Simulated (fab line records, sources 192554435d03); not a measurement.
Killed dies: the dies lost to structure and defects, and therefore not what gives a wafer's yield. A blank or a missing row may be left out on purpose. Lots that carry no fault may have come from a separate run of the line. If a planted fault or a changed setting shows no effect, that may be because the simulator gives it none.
Which tool was responsible? + flow n5_finfet + Sampling: 23 lots, 69 wafers, 6 of 1938 route steps

WHAT THE GAUGES READ, wafer by wafer
The record holds no reading of a measuring or inspecting step that can be judged against a usual standard deviation.

TOOL THAT RAN EACH LOT (tool first, then ch and the chambers of the sampled wafers, then the start)
| lot  | N5_PMOS_HMC_CHANNEL_EPI_DESCUM_14 | N5_PMOS_HMC_CHANNEL_EPI_CMP_21 | N5_PMOS_HMC_CHANNEL_EPI_EPI_26 | N5_FIN_SAQP_PECVD_06           | N5_FIN_SAQP_MANDREL_ETCH_22     | N5_FIN_CUT_STRIP_24               |
|------|-----------------------------------|--------------------------------|--------------------------------|--------------------------------|---------------------------------|-----------------------------------|
| L074 | rie_diel-04 ch 1,3, day 1 17:25   | cmp-04 ch 0,2,3, day 1 19:49   | epi_rpcvd-03 ch 0, day 1 20:11 | pecvd-04 ch 0,2, day 1 22:01   | rie_si-06 ch 0,2,3, day 1 23:00 | rie_diel-03 ch 1,3, day 2 03:46   |
| L076 | rie_diel-04 ch 0,3, day 2 05:42   | cmp-03 ch 1,2,3, day 2 07:41   | epi_rpcvd-02 ch 0, day 2 08:10 | pecvd-01 ch 1,2, day 2 09:21   | rie_si-06 ch 0,1,3, day 2 10:11 | rie_diel-02 ch 1,3, day 2 16:10   |
| L077 | rie_diel-03 ch 0,2,3, day 2 11:13 | cmp-04 ch 0,2,3, day 2 13:35   | epi_rpcvd-03 ch 0, day 2 13:59 | pecvd-04 ch 1,2, day 2 15:07   | rie_si-06 ch 1,2,3, day 2 18:21 | rie_diel-03 ch 0,1, day 3 04:04   |
| L078 | rie_diel-02 ch 2,3, day 2 18:10   | cmp-04 ch 0,2, day 2 20:08     | epi_rpcvd-03 ch 0, day 2 20:32 | pecvd-03 ch 1,2, day 2 21:47   | rie_si-01 ch 0,2, day 2 22:48   | rie_diel-02 ch 0,1,3, day 3 08:45 |
| L079 | rie_diel-02 ch 0,1,3, day 2 23:56 | cmp-04 ch 0,1,2, day 3 02:28   | epi_rpcvd-02 ch 0, day 3 02:50 | pecvd-01 ch 0,1,2, day 3 04:18 | rie_si-01 ch 1,3, day 3 05:23   | rie_diel-04 ch 0,1,2, day 3 12:37 |
| L080 | rie_diel-03 ch 0,1,2, day 3 05:53 | cmp-03 ch 0,2,3, day 3 08:17   | epi_rpcvd-01 ch 0, day 3 08:47 | pecvd-04 ch 0,1,2, day 3 11:00 | rie_si-01 ch 1,2,3, day 3 11:58 | rie_diel-02 ch 0,1,2, day 3 17:37 |
| L081 | rie_diel-04 ch 2,3, day 3 11:49   | cmp-04 ch 0,2,3, day 3 15:26   | epi_rpcvd-03 ch 0, day 3 15:50 | pecvd-01 ch 0,1, day 3 17:16   | rie_si-04 ch 2,3, day 3 18:05   | rie_diel-02 ch 1,2, day 3 23:11   |
| L082 | rie_diel-04 ch 2,3, day 3 18:00   | cmp-02 ch 0,2,3, day 3 20:26   | epi_rpcvd-02 ch 0, day 3 20:52 | pecvd-03 ch 0,2, day 3 22:13   | rie_si-06 ch 0,2,3, day 3 23:15 | rie_diel-03 ch 0,1,2, day 4 04:23 |
| L083 | rie_diel-04 ch 1,2,3, day 3 23:46 | cmp-03 ch 0,2, day 4 02:10     | epi_rpcvd-01 ch 0, day 4 02:42 | pecvd-03 ch 0,1,2, day 4 03:52 | rie_si-06 ch 0,2,3, day 4 04:49 | rie_diel-04 ch 0,1, day 4 10:48   |
| L084 | rie_diel-02 ch 0,1,2, day 4 05:23 | cmp-02 ch 0,1,3, day 4 07:50   | epi_rpcvd-01 ch 0, day 4 08:09 | pecvd-03 ch 1,2, day 4 09:43   | rie_si-04 ch 1,2,3, day 4 10:40 | rie_diel-02 ch 0,3, day 4 15:53   |
| L085 | rie_diel-04 ch 0,1, day 4 11:50   | cmp-02 ch 0,1,2, day 4 14:49   | epi_rpcvd-02 ch 0, day 4 15:13 | pecvd-04 ch 0,2, day 4 16:26   | rie_si-06 ch 0,2,3, day 4 17:23 | rie_diel-04 ch 0,1,3, day 4 23:26 |
| L086 | rie_diel-03 ch 0,2, day 4 17:49   | cmp-02 ch 1,2,3, day 4 20:16   | epi_rpcvd-03 ch 0, day 4 20:35 | pecvd-03 ch 0,1,2, day 4 21:48 | rie_si-04 ch 0,1,2, day 4 22:38 | rie_diel-04 ch 1,2,3, day 5 05:27 |
| L087 | rie_diel-04 ch 0,3, day 4 23:34   | cmp-02 ch 1,2,3, day 5 03:12   | epi_rpcvd-02 ch 0, day 5 03:38 | pecvd-01 ch 1,2, day 5 04:47   | rie_si-01 ch 0,1,2, day 5 05:44 | rie_diel-03 ch 0,2,3, day 5 10:48 |
| L088 | rie_diel-03 ch 0,3, day 5 05:42   | cmp-02 ch 2,3, day 5 08:07     | epi_rpcvd-03 ch 0, day 5 08:31 | pecvd-03 ch 0,1,2, day 5 09:46 | rie_si-06 ch 0,1,3, day 5 10:40 | rie_diel-02 ch 0,1,3, day 5 15:59 |
| L089 | rie_diel-02 ch 0,3, day 5 12:27   | cmp-03 ch 1,2,3, day 5 14:55   | epi_rpcvd-01 ch 0, day 5 15:23 | pecvd-04 ch 0,2, day 5 16:40   | rie_si-06 ch 0,2,3, day 5 17:47 | rie_diel-02 ch 0,1,3, day 5 23:02 |
| L090 | rie_diel-04 ch 0,2, day 5 17:53   | cmp-02 ch 1,3, day 5 20:38     | epi_rpcvd-02 ch 0, day 5 21:02 | pecvd-04 ch 1,2, day 5 22:33   | rie_si-06 ch 0,1, day 5 23:30   | rie_diel-04 ch 0,3, day 6 05:40   |
| L091 | rie_diel-03 ch 1,2, day 5 23:50   | cmp-04 ch 0,2,3, day 6 02:19   | epi_rpcvd-01 ch 0, day 6 02:48 | pecvd-01 ch 0,1,2, day 6 04:55 | rie_si-06 ch 0,1, day 6 05:51   | rie_diel-02 ch 0,1, day 6 11:02   |
| L092 | rie_diel-03 ch 0,1,3, day 6 05:35 | cmp-04 ch 1,2,3, day 6 07:33   | epi_rpcvd-02 ch 0, day 6 07:57 | pecvd-01 ch 0,1, day 6 09:17   | rie_si-06 ch 0,2,3, day 6 10:07 | rie_diel-03 ch 0,1,3, day 6 15:26 |
| L093 | rie_diel-02 ch 0,1,3, day 6 11:56 | cmp-04 ch 0,1,2, day 6 14:50   | epi_rpcvd-03 ch 0, day 6 15:14 | pecvd-01 ch 1,2, day 6 17:11   | rie_si-04 ch 0,1,3, day 6 18:19 | rie_diel-04 ch 0,1,2, day 7 01:07 |
| L094 | rie_diel-02 ch 1,2,3, day 6 17:54 | cmp-03 ch 1,3, day 6 20:18     | epi_rpcvd-01 ch 0, day 6 20:40 | pecvd-03 ch 1,2, day 6 23:22   | rie_si-04 ch 1,2, day 7 00:14   | rie_diel-02 ch 0,1, day 7 06:13   |
| L095 | rie_diel-03 ch 0,2,3, day 6 23:16 | cmp-04 ch 0,1,3, day 7 01:38   | epi_rpcvd-02 ch 0, day 7 02:05 | pecvd-01 ch 0,1,2, day 7 03:48 | rie_si-01 ch 0,1,2, day 7 04:49 | rie_diel-02 ch 0,2,3, day 7 10:14 |
| L096 | rie_diel-02 ch 0,2, day 7 05:29   | cmp-02 ch 0,2, day 7 07:50     | epi_rpcvd-02 ch 0, day 7 08:14 | pecvd-01 ch 1,2, day 7 09:22   | rie_si-06 ch 1,3, day 7 10:32   | rie_diel-02 ch 0,3, day 7 15:44   |
| L097 | rie_diel-03 ch 1,2,3, day 7 10:56 | cmp-03 ch 1,3, day 7 12:53     | epi_rpcvd-03 ch 0, day 7 13:18 | pecvd-01 ch 0,2, day 7 14:26   | rie_si-04 ch 2,3, day 7 15:16   | rie_diel-02 ch 0,3, day 7 20:53   |
- N5_PMOS_HMC_CHANNEL_EPI_DESCUM_14: chemistry O2, time 7.9 s.
- N5_PMOS_HMC_CHANNEL_EPI_CMP_21: polishes SiGe30, target thk 54 nm.
- N5_PMOS_HMC_CHANNEL_EPI_EPI_26: deposits Si from SiH4/H2, target thk 3.8 nm, time 22.7 s.
- N5_FIN_SAQP_PECVD_06: deposits a-Si from SiH4/He, target thk 60 nm, time 48.1 s.
- N5_FIN_SAQP_MANDREL_ETCH_22: etches a-Si in HBr/Cl2, stops on SiNx, target depth 60 nm, bt time 10 s, time 30 s.
- N5_FIN_CUT_STRIP_24: strips in CF4.

AS READ BY THE TOOLS THEMSELVES (means over the sampled wafers that have a number; for cases with no such wafer, the mark the record gives instead)
N5_PMOS_HMC_CHANNEL_EPI_DESCUM_14. Usual: bias_power_w 20.01 W (standard deviation 0.055); chamber_pressure_mTorr 20.000 mTorr (standard deviation 0.018); drypump_motor_current_A 5.8 A (standard deviation 0.49); oes_product_au 0.79 a.u. (standard deviation 0.081); rf_vpp_V 243.6 V (standard deviation 1.2); showerhead_plenum_p_Torr 2.12 Torr (standard deviation 0.07); throttle_valve_pct 20.4 % (standard deviation 0.32).
| lot  | tool        | bias_power_w (W) | chamber_pressure_mTorr (mTorr) | drypump_motor_current_A (A) | oes_product_au (a.u.) | rf_vpp_V (V) | showerhead_plenum_p_Torr (Torr) | throttle_valve_pct (%) | flag |
|------|-------------|------------------|--------------------------------|-----------------------------|-----------------------|--------------|---------------------------------|------------------------|------|
| L074 | rie_diel-04 | 20.01            | 19.988                         | 6.1                         | 0.76                  | 243.5        | 2.18                            | 20.1                   |      |
| L076 | rie_diel-04 | 19.98            | 20.010                         | 5.6                         | 0.75                  | 243.2        | 2.12                            | 20.5                   |      |
| L077 | rie_diel-03 | 20.03            | 19.995                         | 5.5                         | 0.78                  | 242.5        | 2.07                            | 20.5                   |      |
| L078 | rie_diel-02 | 19.99            | 19.999                         | 6.6                         | 0.68                  | 242.0        | 2.02                            | 20.5                   |      |
| L079 | rie_diel-02 | 20.02            | 19.997                         | 5.7                         | 0.78                  | 242.8        | 2.06                            | 20.4                   |      |
| L080 | rie_diel-03 | 20.00            | 20.012                         | 5.6                         | 0.81                  | 243.9        | 2.08                            | 20.5                   |      |
| L081 | rie_diel-04 | 19.89            | 20.009                         | 5.7                         | 0.75                  | 244.4        | 2.20                            | 20.6                   |      |
| L082 | rie_diel-04 | 20.00            | 20.019                         | 5.8                         | 0.72                  | 244.9        | 2.18                            | 20.4                   |      |
| L083 | rie_diel-04 | 20.00            | 19.991                         | 5.9                         | 0.74                  | 244.6        | 2.18                            | 20.3                   |      |
| L084 | rie_diel-02 | 19.99            | 20.000                         | 5.7                         | 0.78                  | 244.1        | 2.11                            | 20.2                   |      |
| L085 | rie_diel-04 | 20.04            | 19.984                         | 5.8                         | 0.75                  | 243.9        | 2.12                            | 20.5                   |      |
| L086 | rie_diel-03 | 20.05            | 20.016                         | 5.3                         | 0.81                  | 243.9        | 2.12                            | 20.5                   |      |
| L087 | rie_diel-04 | 20.00            | 20.006                         | 5.7                         | 0.72                  | 243.6        | 2.14                            | 20.5                   |      |
| L088 | rie_diel-03 | 20.01            | 19.997                         | 5.8                         | 0.83                  | 243.0        | 2.15                            | 20.3                   |      |
| L089 | rie_diel-02 | 19.95            | 19.992                         | 6.1                         | 0.89                  | 244.3        | 2.18                            | 20.4                   |      |
| L090 | rie_diel-04 | 20.00            | 19.986                         | 5.6                         | 0.74                  | 243.7        | 2.13                            | 20.8                   |      |
| L091 | rie_diel-03 | 20.03            | 20.018                         | 5.7                         | 0.78                  | 241.9        | 2.04                            | 20.5                   |      |
| L092 | rie_diel-03 | 20.07            | 19.984                         | 5.8                         | 0.81                  | 243.2        | 2.11                            | 20.4                   |      |
| L093 | rie_diel-02 | 20.03            | 20.010                         | 5.7                         | 0.84                  | 243.9        | 2.14                            | 20.3                   |      |
| L094 | rie_diel-02 | 19.98            | 20.008                         | 6.2                         | 0.92                  | 244.5        | 2.15                            | 19.9                   |      |
| L095 | rie_diel-03 | 20.06            | 19.990                         | 5.5                         | 0.83                  | 244.2        | 2.15                            | 20.4                   |      |
| L096 | rie_diel-02 | 20.04            | 19.996                         | 5.6                         | 0.79                  | 243.1        | 2.09                            | 20.5                   |      |
| L097 | rie_diel-03 | 20.02            | 19.997                         | 5.6                         | 0.82                  | 244.5        | 2.12                            | 20.5                   |      |

N5_PMOS_HMC_CHANNEL_EPI_CMP_21. Usual: motor_current_A 12.2 A, standard deviation 1.5.
| lot  | tool   | motor_current_A (A) | flag |
|------|--------|---------------------|------|
| L074 | cmp-04 | 11.2                |      |
| L076 | cmp-03 | 12.7                |      |
| L077 | cmp-04 | 11.1                |      |
| L078 | cmp-04 | 10.9                |      |
| L079 | cmp-04 | 12.1                |      |
| L080 | cmp-03 | 12.5                |      |
| L081 | cmp-04 | 11.2                |      |
| L082 | cmp-02 | 12.8                |      |
| L083 | cmp-03 | 12.5                |      |
| L084 | cmp-02 | 12.4                |      |
| L085 | cmp-02 | 13.6                |      |
| L086 | cmp-02 | 12.0                |      |
| L087 | cmp-02 | 12.6                |      |
| L088 | cmp-02 | 12.4                |      |
| L089 | cmp-03 | 12.1                |      |
| L090 | cmp-02 | 11.9                |      |
| L091 | cmp-04 | 11.2                |      |
| L092 | cmp-04 | 12.0                |      |
| L093 | cmp-04 | 12.3                |      |
| L094 | cmp-03 | 12.2                |      |
| L095 | cmp-04 | 11.2                |      |
| L096 | cmp-02 | 13.9                |      |
| L097 | cmp-03 | 12.3                |      |

N5_PMOS_HMC_CHANNEL_EPI_EPI_26. Usual: throttle_valve_pct 11.37 %, standard deviation 0.24.
| lot  | tool         | throttle_valve_pct (%) | flag |
|------|--------------|------------------------|------|
| L074 | epi_rpcvd-03 | 11.65                  |      |
| L076 | epi_rpcvd-02 | 11.23                  |      |
| L077 | epi_rpcvd-03 | 11.53                  |      |
| L078 | epi_rpcvd-03 | 11.55                  |      |
| L079 | epi_rpcvd-02 | 11.32                  |      |
| L080 | epi_rpcvd-01 | 11.19                  |      |
| L081 | epi_rpcvd-03 | 11.55                  |      |
| L082 | epi_rpcvd-02 | 11.32                  |      |
| L083 | epi_rpcvd-01 | 11.22                  |      |
| L084 | epi_rpcvd-01 | 11.34                  |      |
| L085 | epi_rpcvd-02 | 11.18                  |      |
| L086 | epi_rpcvd-03 | 11.63                  |      |
| L087 | epi_rpcvd-02 | 11.20                  |      |
| L088 | epi_rpcvd-03 | 11.61                  |      |
| L089 | epi_rpcvd-01 | 11.33                  |      |
| L090 | epi_rpcvd-02 | 11.25                  |      |
| L091 | epi_rpcvd-01 | 11.26                  |      |
| L092 | epi_rpcvd-02 | 11.20                  |      |
| L093 | epi_rpcvd-03 | 11.64                  |      |
| L094 | epi_rpcvd-01 | 11.26                  |      |
| L095 | epi_rpcvd-02 | 11.27                  |      |
| L096 | epi_rpcvd-02 | 11.18                  |      |
| L097 | epi_rpcvd-03 | 11.61                  |      |

N5_FIN_SAQP_PECVD_06. Usual: heater_power_w 849 W, standard deviation 120; showerhead_plenum_p_Torr 5.65 Torr, standard deviation 0.051; throttle_valve_pct 18.0 %, standard deviation 0.8.
| lot  | tool     | heater_power_w (W) | showerhead_plenum_p_Torr (Torr) | throttle_valve_pct (%) | flag |
|------|----------|--------------------|---------------------------------|------------------------|------|
| L074 | pecvd-04 | 1016               | 5.62                            | 18.2                   |      |
| L076 | pecvd-01 | 865                | 5.66                            | 17.5                   |      |
| L077 | pecvd-04 | 884                | 5.60                            | 17.5                   |      |
| L078 | pecvd-03 | 926                | 5.72                            | 17.0                   |      |
| L079 | pecvd-01 | 845                | 5.64                            | 18.0                   |      |
| L080 | pecvd-04 | 866                | 5.61                            | 17.9                   |      |
| L081 | pecvd-01 | 756                | 5.61                            | 18.4                   |      |
| L082 | pecvd-03 | 781                | 5.67                            | 18.3                   |      |
| L083 | pecvd-03 | 839                | 5.69                            | 17.9                   |      |
| L084 | pecvd-03 | 843                | 5.71                            | 17.6                   |      |
| L085 | pecvd-04 | 1048               | 5.62                            | 18.4                   |      |
| L086 | pecvd-03 | 830                | 5.69                            | 18.3                   |      |
| L087 | pecvd-01 | 872                | 5.67                            | 17.6                   |      |
| L088 | pecvd-03 | 774                | 5.70                            | 18.0                   |      |
| L089 | pecvd-04 | 1026               | 5.59                            | 18.3                   |      |
| L090 | pecvd-04 | 875                | 5.58                            | 18.1                   |      |
| L091 | pecvd-01 | 825                | 5.65                            | 17.9                   |      |
| L092 | pecvd-01 | 794                | 5.61                            | 18.3                   |      |
| L093 | pecvd-01 | 828                | 5.67                            | 17.6                   |      |
| L094 | pecvd-03 | 856                | 5.70                            | 17.7                   |      |
| L095 | pecvd-01 | 850                | 5.65                            | 18.0                   |      |
| L096 | pecvd-01 | 894                | 5.67                            | 17.6                   |      |
| L097 | pecvd-01 | 845                | 5.69                            | 17.9                   |      |

N5_FIN_SAQP_MANDREL_ETCH_22. Usual: chamber_pressure_mTorr 9.999 mTorr, standard deviation 0.0097; drypump_motor_current_A 5.6 A, standard deviation 0.34; oes_product_au 0.771 a.u., standard deviation 0.014; throttle_valve_pct 35.4 %, standard deviation 0.33.
| lot  | tool      | chamber_pressure_mTorr (mTorr) | drypump_motor_current_A (A) | oes_product_au (a.u.) | throttle_valve_pct (%) | flag |
|------|-----------|--------------------------------|-----------------------------|-----------------------|------------------------|------|
| L074 | rie_si-06 | 10.009                         | 5.6                         | 0.767                 | 35.6                   |      |
| L076 | rie_si-06 | 9.997                          | 5.7                         | 0.772                 | 35.7                   |      |
| L077 | rie_si-06 | 9.999                          | 5.7                         | 0.778                 | 35.5                   |      |
| L078 | rie_si-01 | 9.997                          | 5.7                         | 0.773                 | 35.2                   |      |
| L079 | rie_si-01 | 10.003                         | 5.5                         | 0.762                 | 35.4                   |      |
| L080 | rie_si-01 | 9.999                          | 5.3                         | 0.764                 | 35.5                   |      |
| L081 | rie_si-04 | 9.996                          | 5.5                         | 0.788                 | 35.3                   |      |
| L082 | rie_si-06 | 10.003                         | 5.6                         | 0.766                 | 35.5                   |      |
| L083 | rie_si-06 | 10.004                         | 5.6                         | 0.762                 | 35.6                   |      |
| L084 | rie_si-04 | 9.991                          | 5.5                         | 0.775                 | 35.3                   |      |
| L085 | rie_si-06 | 9.994                          | 5.6                         | 0.766                 | 35.6                   |      |
| L086 | rie_si-04 | 10.004                         | 5.4                         | 0.778                 | 35.3                   |      |
| L087 | rie_si-01 | 9.992                          | 5.5                         | 0.785                 | 35.3                   |      |
| L088 | rie_si-06 | 10.004                         | 5.7                         | 0.762                 | 35.7                   |      |
| L089 | rie_si-06 | 10.003                         | 5.6                         | 0.758                 | 35.6                   |      |
| L090 | rie_si-06 | 9.999                          | 5.6                         | 0.748                 | 35.6                   |      |
| L091 | rie_si-06 | 9.999                          | 5.8                         | 0.773                 | 35.4                   |      |
| L092 | rie_si-06 | 10.001                         | 5.6                         | 0.772                 | 35.6                   |      |
| L093 | rie_si-04 | 9.982                          | 5.8                         | 0.774                 | 35.4                   |      |
| L094 | rie_si-04 | 10.005                         | 5.1                         | 0.776                 | 35.2                   |      |
| L095 | rie_si-01 | 9.994                          | 5.5                         | 0.779                 | 35.3                   |      |
| L096 | rie_si-06 | 10.001                         | 5.8                         | 0.779                 | 35.8                   |      |
| L097 | rie_si-04 | 10.006                         | 5.8                         | 0.789                 | 35.4                   |      |

N5_FIN_CUT_STRIP_24. Usual: bias_power_w 74.98 W (standard deviation 0.23); chamber_pressure_mTorr 50.00 mTorr (standard deviation 0.05); drypump_motor_current_A 5.8 A (standard deviation 0.54); oes_product_au 0.79 a.u. (standard deviation 0.085); rf_vpp_V 271.8 V (standard deviation 1.3); showerhead_plenum_p_Torr 1.82 Torr (standard deviation 0.051); throttle_valve_pct 13.51 % (standard deviation 0.27).
| lot  | tool        | bias_power_w (W) | chamber_pressure_mTorr (mTorr) | drypump_motor_current_A (A) | oes_product_au (a.u.) | rf_vpp_V (V) | showerhead_plenum_p_Torr (Torr) | throttle_valve_pct (%) | flag |
|------|-------------|------------------|--------------------------------|-----------------------------|-----------------------|--------------|---------------------------------|------------------------|------|
| L074 | rie_diel-03 | 74.81            | 50.01                          | 5.8                         | 0.72                  | 269.3        | 1.71                            | 13.68                  |      |
| L076 | rie_diel-02 | 74.86            | 49.98                          | 5.8                         | 0.83                  | 271.6        | 1.78                            | 13.36                  |      |
| L077 | rie_diel-03 | 75.17            | 49.98                          | 5.9                         | 0.78                  | 270.5        | 1.78                            | 13.60                  |      |
| L078 | rie_diel-02 | 75.04            | 50.02                          | 5.7                         | 0.76                  | 271.0        | 1.77                            | 13.59                  |      |
| L079 | rie_diel-04 | 74.91            | 49.99                          | 5.9                         | 0.76                  | 271.7        | 1.84                            | 13.64                  |      |
| L080 | rie_diel-02 | 74.80            | 49.98                          | 5.7                         | 0.77                  | 272.0        | 1.82                            | 13.49                  |      |
| L081 | rie_diel-02 | 75.02            | 49.96                          | 6.2                         | 0.76                  | 272.1        | 1.84                            | 13.41                  |      |
| L082 | rie_diel-03 | 74.93            | 50.07                          | 5.6                         | 0.79                  | 271.6        | 1.78                            | 13.62                  |      |
| L083 | rie_diel-04 | 75.19            | 50.03                          | 5.8                         | 0.75                  | 271.9        | 1.81                            | 13.65                  |      |
| L084 | rie_diel-02 | 75.00            | 50.01                          | 6.1                         | 0.91                  | 272.5        | 1.86                            | 13.46                  |      |
| L085 | rie_diel-04 | 74.97            | 50.02                          | 5.9                         | 0.73                  | 272.4        | 1.83                            | 13.55                  |      |
| L086 | rie_diel-04 | 74.75            | 50.02                          | 5.9                         | 0.73                  | 272.4        | 1.86                            | 13.57                  |      |
| L087 | rie_diel-03 | 75.19            | 50.01                          | 5.5                         | 0.84                  | 271.5        | 1.84                            | 13.45                  |      |
| L088 | rie_diel-02 | 74.99            | 50.02                          | 5.7                         | 0.84                  | 271.8        | 1.83                            | 13.43                  |      |
| L089 | rie_diel-02 | 74.99            | 49.99                          | 5.7                         | 0.83                  | 272.5        | 1.83                            | 13.43                  |      |
| L090 | rie_diel-04 | 75.14            | 50.03                          | 5.7                         | 0.71                  | 271.7        | 1.83                            | 13.62                  |      |
| L091 | rie_diel-02 | 74.65            | 50.04                          | 5.2                         | 0.75                  | 270.9        | 1.79                            | 13.61                  |      |
| L092 | rie_diel-03 | 74.99            | 50.00                          | 5.8                         | 0.81                  | 270.9        | 1.81                            | 13.50                  |      |
| L093 | rie_diel-04 | 74.85            | 50.02                          | 5.9                         | 0.74                  | 271.7        | 1.83                            | 13.70                  |      |
| L094 | rie_diel-02 | 75.07            | 50.02                          | 5.3                         | 0.79                  | 271.3        | 1.80                            | 13.41                  |      |
| L095 | rie_diel-02 | 75.17            | 50.05                          | 6.1                         | 0.84                  | 272.1        | 1.83                            | 13.40                  |      |
| L096 | rie_diel-02 | 75.08            | 49.98                          | 6.1                         | 0.84                  | 272.3        | 1.85                            | 13.50                  |      |
| L097 | rie_diel-02 | 75.10            | 50.04                          | 6.1                         | 0.84                  | 273.2        | 1.85                            | 13.51                  |      |

THE ANSWER, worked out from the rows above alone
Rule: take the mean of a lot's wafers that have a number; if it is more than 3 standard deviations from the usual mean, the lot is off. Also off: a lot with no number at a reading for which 4 or more lots have one. Where the step has rows for the other lots, those lots are counted as sound. The gauges are gone through in route order, then the tools' own readings, and for those a lot's mean is taken as printed above. At the first step where some lot is off, the reading lying furthest off is the one used; lots without a number count as furthest.
Across all readings shown, no lot is off: no conclusion can be drawn from this.

WHAT THE SIMULATOR PUT IN
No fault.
